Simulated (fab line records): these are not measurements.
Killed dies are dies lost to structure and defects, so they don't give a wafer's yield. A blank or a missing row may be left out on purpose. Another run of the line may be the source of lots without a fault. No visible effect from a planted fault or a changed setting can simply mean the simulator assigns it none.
fab line records    flow nand_harc
record: lots: 12  wafers: 36  last_day: 33
route steps=1302 shown A_CHANNEL_HOLE_D1@484 A_CHANNEL_FILL_D1@495 A_DECK1_JOINT@542 A_ONON_D2@552
lots with no fault: from the same line, run without faults
start_h: hours from the record's opening day to when the first of the lot's shown wafers began    wait_h: how many hours have passed since the lot's step before this one    " repeats the value in the row above    L1.1+2: one row covering several wafers at once    - either no value or no given start    * or withheld: withheld    < > ~ a bound
route shown NAME@n: a module of which the file shows steps, and the number in the route of the first    usual: mean/standard deviation of fault-free wafers    same: alike in all rows    chamber/n: place in a boat    sites: readings site by site    _std_site: how widely they spread, as a standard deviation    _edge_site: inner sites' mean taken away from outer sites' mean    radius_mm: how far each site lies from the wafer's centre    mask NAME#n: copy n    behind: the last tool/chamber to shape the wafer    hold: the reason the lot was held/the length of the hold in hours/how it ended    device: transistor that didn't switch, given as n, p or np    end of line: the tests these same wafers got at the end of their route    a step without rows: its recipe alone    killed: the dies lost at the first sort to structure and to defects; this is not the yield of the wafer    map: dies across one wafer; x = killed, . = not, _ = none there
set.NAME: the setting as run; set.NAME@STEP: as run at that earlier step    model.NAME: the simulator's own value behind a step, which no gauge read
route steps across a sampled set of lots; one table per step, one row per wafer
services: a tool's chamber out of use, with start hour (start_h, from the record's first day; less than 0 if before it), hours out, and reason
== steps ==
step: NHARC_A_CHANNEL_HOLE_D1_STRIP_27
recipe: o2_flow_sccm: 500  ar_flow_sccm: 0  bias_w: 0  chemistry: O2
usual: drypump_motor_current_A: 5.8/0.53  oes_product_au: 0.999/0.012  rf_vpp_V: 57.6/0.83  showerhead_plenum_p_Torr: 3.47/0.1  throttle_valve_pct: 17.036/0.0088
same: bias_w: 0
lot.wafer  tool         chamber  start_h  wait_h  drypump_motor_current_A  oes_product_au  rf_hours_counter_h  rf_vpp_V  showerhead_plenum_p_Torr  throttle_valve_pct
L590.2     rie_diel-07  3        -        -       5.2                      1.010           5                   56.9      3.45                      17.020
L590.3     "            0        "        "       5.5                      0.996           2                   55.8      3.35                      17.038
L590.4     "            0        "        "       5.5                      0.997           -                   57.5      3.35                      17.035
L589.2     rie_diel-07  3        -        -       5.2                      1.012           5                   57.7      3.45                      17.042
L589.1     "            1        "        "       6.4                      0.996           7                   58.4      3.59                      17.026
L589.6     "            3        "        "       5.2                      1.018           -                   57.6      3.45                      17.027
L592.2     rie_diel-07  1        -        -       6.4                      1.009           9                   59.3      3.59                      17.028
L592.4     "            0        "        "       5.5                      0.995           4                   56.9      3.35                      17.043
L592.6     "            1        "        "       6.4                      0.999           -                   57.5      3.59                      17.042
L594.1     rie_diel-07  1        -        -       6.4                      1.002           10                  56.9      3.59                      17.050
L594.2     "            2        "        "       6.4                      0.986           10                  57.3      3.45                      17.052
L594.5     "            0        "        "       5.5                      1.001           -                   57.4      3.35                      17.038
L596.3     rie_diel-07  0        -        -       5.5                      0.994           7                   58.0      3.35                      17.028
L596.1     "            1        "        "       6.4                      0.998           12                  56.7      3.59                      17.028
L596.6     "            2        "        "       6.4                      0.987           -                   58.1      3.45                      17.040
L595.3     rie_diel-07  3        -        -       5.2                      1.017           10                  59.7      3.45                      17.042
L595.5     "            0        "        "       5.5                      1.000           -                   57.5      3.35                      17.026
L595.6     "            1        "        "       6.4                      1.000           -                   58.9      3.59                      17.037
L597.1     rie_diel-07  2        -        -       6.4                      0.988           16                  57.3      3.45                      17.029
L597.3     "            3        "        "       5.2                      1.026           13                  57.9      3.45                      17.031
L597.5     "            3        "        "       5.2                      1.017           -                   58.9      3.45                      17.039
L600.3     rie_diel-11  2        -        -       5.3                      1.018           10                  57.3      3.43                      17.032
L600.5     "            1        "        "       6.3                      1.016           -                   57.9      3.52                      17.029
L600.6     "            2        "        "       5.3                      1.019           -                   57.7      3.43                      17.038
L599.3     rie_diel-07  2        -        -       6.4                      0.978           17                  57.5      3.45                      17.039
L599.6     "            3        "        "       5.2                      1.016           -                   57.7      3.45                      17.050
L599.5     "            0        "        "       5.4                      1.004           -                   57.9      3.35                      17.037
L608.2     rie_diel-11  0        -        -       6.0                      1.002           33                  58.4      3.76                      17.037
L608.3     "            1        "        "       6.3                      1.001           38                  57.6      3.50                      17.021
L608.5     "            3        "        "       6.2                      1.006           -                   58.0      3.79                      17.039
L611.1     rie_diel-07  1        -        -       6.4                      0.991           11                  59.1      3.58                      17.044
L611.3     "            2        "        "       6.3                      0.986           11                  56.6      3.44                      17.013
L611.4     "            1        "        "       6.3                      0.987           -                   58.4      3.58                      17.045
L612.2     rie_diel-07  3        -        -       5.2                      1.006           10                  57.0      3.44                      17.019
L612.4     "            1        "        "       6.4                      0.999           12                  58.4      3.58                      17.029
L612.5     "            2        "        "       6.4                      1.000           -                   58.0      3.44                      17.020
step: NHARC_A_CHANNEL_FILL_D1_ALD_15
recipe: target_thk_a: 20  pulse_time_s: 60  ald_cycles: 19  temp_c: 630  pressure_torr: 2  material: SiNx
usual: precursor_pulse_height_rel: 1.001/0.02  susceptor_temp_C: 629.99/0.28
lot.wafer  tool              chamber  start_h  wait_h  precursor_pulse_height_rel  susceptor_temp_C
L589.1     ald_sin_batch-01  0        -        -       1.044                       -
L589.2     "                 0        "        "       1.022                       -
L589.6     "                 0        "        "       0.986                       -
L590.2     ald_sin_batch-01  0        -        -       1.008                       -
L590.3     "                 0        "        "       0.961                       -
L590.4     "                 0        "        "       0.996                       -
L592.2     ald_sin_batch-01  0        -        -       1.012                       629.82
L592.4     "                 0        "        "       0.966                       630.00
L592.6     "                 0        "        "       0.997                       629.99
L594.1     ald_sin_batch-01  0        -        -       0.990                       -
L594.2     "                 0        "        "       1.015                       -
L594.5     "                 0        "        "       0.979                       -
L595.3     ald_sin_batch-03  0        -        -       1.021                       -
L595.5     "                 0        "        "       0.997                       -
L595.6     "                 0        "        "       1.019                       -
L596.1     ald_sin_batch-03  0        -        -       0.983                       -
L596.3     "                 0        "        "       1.019                       -
L596.6     "                 0        "        "       0.986                       -
L597.1     ald_sin_batch-02  0        -        -       0.989                       -
L597.3     "                 0        "        "       0.997                       -
L597.5     "                 0        "        "       0.965                       -
L600.3     ald_sin_batch-02  0        -        -       1.018                       630.12
L600.5     "                 0        "        "       1.010                       629.66
L600.6     "                 0        "        "       1.013                       629.55
L599.3     ald_sin_batch-01  0        -        -       0.943                       629.82
L599.5     "                 0        "        "       1.002                       629.52
L599.6     "                 0        "        "       1.020                       629.65
L608.2     ald_sin_batch-01  0        -        -       1.011                       630.19
L608.3     "                 0        "        "       1.001                       630.52
L608.5     "                 0        "        "       0.992                       630.12
L611.1     ald_sin_batch-03  0        -        -       1.008                       -
L611.3     "                 0        "        "       1.006                       -
L611.4     "                 0        "        "       0.982                       -
L612.2     ald_sin_batch-03  0        -        -       0.980                       -
L612.4     "                 0        "        "       1.002                       -
L612.5     "                 0        "        "       1.003                       -
step: NHARC_A_DECK1_JOINT_DEP_16
recipe: target_thk_a: 450  temp_c: 400  pressure_torr: 6.5  rf_w: 900  teos_flow_sccm: 161.4  flow_sccm: 2650  target_thk_nm: 45  gas: O2  material: SiO2
usual: heater_power_w: 504/89  mfc_precursor_sccm: 161.4/0.44  susceptor_temp_C: 400.00/0.22  throttle_valve_pct: 15.8/0.51
lot.wafer  tool      chamber  start_h  wait_h  heater_power_w  mfc_precursor_sccm  susceptor_temp_C  throttle_valve_pct
L590.3     pecvd-02  1        279.10   0.1     458             161.9               400.08            15.6
L590.2     "         0        "        "       439             161.2               399.96            15.6
L590.4     "         1        "        "       450             161.7               400.06            15.9
L589.2     pecvd-02  0        279.30   0.3     552             161.3               400.02            15.8
L589.1     "         1        "        "       487             160.6               399.88            15.6
L589.6     "         0        "        "       538             162.0               399.78            15.9
L592.2     pecvd-01  2        302.22   0.1     498             161.6               399.88            15.7
L592.4     "         1        "        "       606             161.1               400.15            16.9
L592.6     "         2        "        "       505             161.5               400.04            15.7
L594.2     pecvd-02  2        314.43   0.2     344             161.5               399.91            15.8
L594.1     "         1        "        "       573             161.2               400.41            15.8
L594.5     "         0        "        "       532             161.2               399.87            15.8
L596.1     pecvd-02  2        331.77   0.1     320             161.6               399.90            15.6
L596.3     "         0        "        "       566             162.2               400.30            16.0
L596.6     "         2        "        "       319             160.8               400.08            16.2
L595.3     pecvd-01  1        334.36   0.1     519             161.0               400.06            16.4
L595.6     "         0        "        "       461             161.3               400.03            15.8
L595.5     "         2        "        "       404             161.4               399.64            15.3
L597.3     pecvd-01  1        368.12   0.1     588             161.3               399.92            16.6
L597.1     "         2        "        "       423             160.7               400.17            15.5
L597.5     "         1        "        "       590             161.7               399.74            16.5
L599.3     pecvd-02  1        373.10   0.1     559             162.1               400.17            15.6
L599.5     "         2        "        "       345             161.5               399.81            15.9
L599.6     "         0        "        "       570             132.7               400.05            15.7
L600.3     pecvd-02  0        373.33   0.3     471             132.3               399.89            15.7
L600.5     "         1        "        "       533             161.8               400.19            15.8
L600.6     "         0        "        "       461             132.5               399.94            15.6
L608.2     pecvd-02  1        459.02   0.1     471             161.9               399.60            15.3
L608.3     "         2        "        "       381             161.6               400.49            15.9
L608.5     "         2        "        "       397             161.3               400.38            15.7
L611.3     pecvd-02  1        494.86   0.1     451             161.2               399.75            15.4
L611.1     "         0        "        "       518             161.4               399.95            15.9
L611.4     "         2        "        "       346             162.4               399.89            15.6
L612.2     pecvd-02  0        505.66   0.1     526             161.1               399.69            15.8
L612.5     "         1        "        "       530             161.4               399.93            15.5
L612.4     "         2        "        "       401             161.4               400.20            15.8
step: NHARC_A_DECK1_JOINT_THK_MEAS_17
recipe: thk_meas_gauge: ellipsometry
usual: thk_nm: 45.1/1.1
lot.wafer  tool           chamber  start_h  wait_h  thk_nm
L590.2     film_metro-01  -        279.38   0.2     43.7
L590.3     "              -        "        "       44.7
L590.4     "              -        "        "       46.0
L589.1     film_metro-01  -        279.55   0.2     44.6
L589.2     "              -        "        "       44.3
L589.6     "              -        "        "       46.6
L592.2     film_metro-01  -        302.47   0.2     45.0
L592.4     "              -        "        "       46.0
L592.6     "              -        "        "       46.1
L594.1     film_metro-01  -        314.71   0.2     44.4
L594.2     "              -        "        "       44.7
L594.5     "              -        "        "       46.2
L596.1     film_metro-02  -        332.02   0.2     42.8
L596.3     "              -        "        "       44.5
L596.6     "              -        "        "       45.3
L595.3     film_metro-01  -        334.61   0.2     44.5
L595.5     "              -        "        "       46.3
L595.6     "              -        "        "       44.2
L597.1     film_metro-02  -        368.40   0.2     45.5
L597.3     "              -        "        "       42.3
L597.5     "              -        "        "       43.2
L599.3     film_metro-01  -        373.38   0.3     43.7
L599.5     "              -        "        "       47.5
L599.6     "              -        "        "       37.2
L600.3     film_metro-01  -        373.55   0.2     37.1
L600.5     "              -        "        "       45.9
L600.6     "              -        "        "       36.9
L608.2     film_metro-01  -        459.28   0.2     43.7
L608.3     "              -        "        "       44.5
L608.5     "              -        "        "       46.1
L611.1     film_metro-01  -        495.16   0.2     45.1
L611.3     "              -        "        "       44.3
L611.4     "              -        "        "       43.5
L612.2     film_metro-02  -        505.93   0.2     45.2
L612.4     "              -        "        "       46.3
L612.5     "              -        "        "       45.9
step: NHARC_A_ONON_D2_THK_MEAS_11
recipe: thk_meas_gauge: ellipsometry
usual: thk_nm: 998/9.7
lot.wafer  tool           chamber  start_h  wait_h  thk_nm
L590.2     film_metro-01  -        281.69   -       988
L590.3     "              -        "        "       988
L590.4     "              -        "        "       989
L589.1     film_metro-01  -        282.04   -       1010
L589.2     "              -        "        "       1012
L589.6     "              -        "        "       1012
L592.2     film_metro-01  -        304.78   -       1007
L592.4     "              -        "        "       1006
L592.6     "              -        "        "       1006
L594.1     film_metro-02  -        317.22   -       985
L594.2     "              -        "        "       985
L594.5     "              -        "        "       985
L596.1     film_metro-01  -        334.34   -       996
L596.3     "              -        "        "       995
L596.6     "              -        "        "       996
L595.3     film_metro-01  -        336.92   -       1004
L595.5     "              -        "        "       1002
L595.6     "              -        "        "       1003
L597.1     film_metro-01  -        370.71   -       1004
L597.3     "              -        "        "       1007
L597.5     "              -        "        "       1004
L599.3     film_metro-01  -        375.70   -       986
L599.5     "              -        "        "       984
L599.6     "              -        "        "       985
L600.3     film_metro-01  -        375.86   -       994
L600.5     "              -        "        "       996
L600.6     "              -        "        "       994
L608.2     film_metro-02  -        461.59   -       1015
L608.3     "              -        "        "       1014
L608.5     "              -        "        "       1016
L611.1     film_metro-01  -        497.47   -       1013
L611.3     "              -        "        "       1012
L611.4     "              -        "        "       1012
L612.2     film_metro-01  -        508.25   -       987
L612.4     "              -        "        "       988
L612.5     "              -        "        "       988
== services ==
tool         chamber  start_h  hours  kind
pecvd-02     -        176.27   1.7    repair
rie_diel-07  1        191.67   3.2    repair
pecvd-01     -        202.01   5.5    repair
pecvd-02     -        210.41   5.7    repair
rie_diel-07  -        211.41   0.9    repair
pecvd-02     -        227.34   13.0   pm
rie_diel-11  -        255.59   9.0    pm
rie_diel-07  1        257.86   26.7   repair
pecvd-01     2        267.80   19.9   repair
rie_diel-07  -        295.23   9.0    pm
pecvd-01     -        311.08   13.0   pm
pecvd-02     2        347.30   4.7    repair
pecvd-01     0        348.03   4.4    repair
pecvd-02     2        352.15   2.2    repair
rie_diel-07  0        393.05   6.1    repair
rie_diel-07  3        394.05   3.6    repair
pecvd-02     2        400.28   22.6   repair
rie_diel-07  3        403.06   3.0    repair
pecvd-02     -        408.34   13.0   pm
rie_diel-07  -        409.96   0.6    repair
pecvd-01     2        456.09   16.9   repair
rie_diel-07  -        472.24   9.0    pm
pecvd-01     -        492.08   13.0   pm
rie_diel-07  0        500.41   5.2    repair
== key ==
first_sign: step: NHARC_A_DECK1_JOINT_DEP_16  reading: mfc_precursor_sccm  direction: down  sigmas: 65  usual: 161.4  struck: 132.5
effect: step: NHARC_A_DECK1_JOINT_THK_MEAS_17  reading: thk_nm  direction: down  sigmas: 7.3  usual: 45.1  struck: 37.1
met_at NHARC_A_DECK1_JOINT_DEP_16
struck_lots L599,L600
struck_wafers L599.6,L600.3,L600.6
tester_left_out L599,L600
not_acting_at NHARC_A_CHANNEL_HOLE_D1_STRIP_27,NHARC_A_CHANNEL_FILL_D1_ALD_15,NHARC_A_ONON_D2_THK_MEAS_11
fault: kind: process_parameter_drift  tool: pecvd-02  chamber: 0  onset_h: 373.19  steps: NHARC_A_DECK1_JOINT_DEP_16  channel: teos_flow_sccm  offset: *  shape: step  end_h: 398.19  acts_in: *  stated: *
tester_left_out: of these lots the tester's yield and bins aren't shown, on N5 and GAA mostly nor the transistor test; their killed dies are dies lost to structure and defects alone, not to doping, threshold or leakage, so they don't give the yield
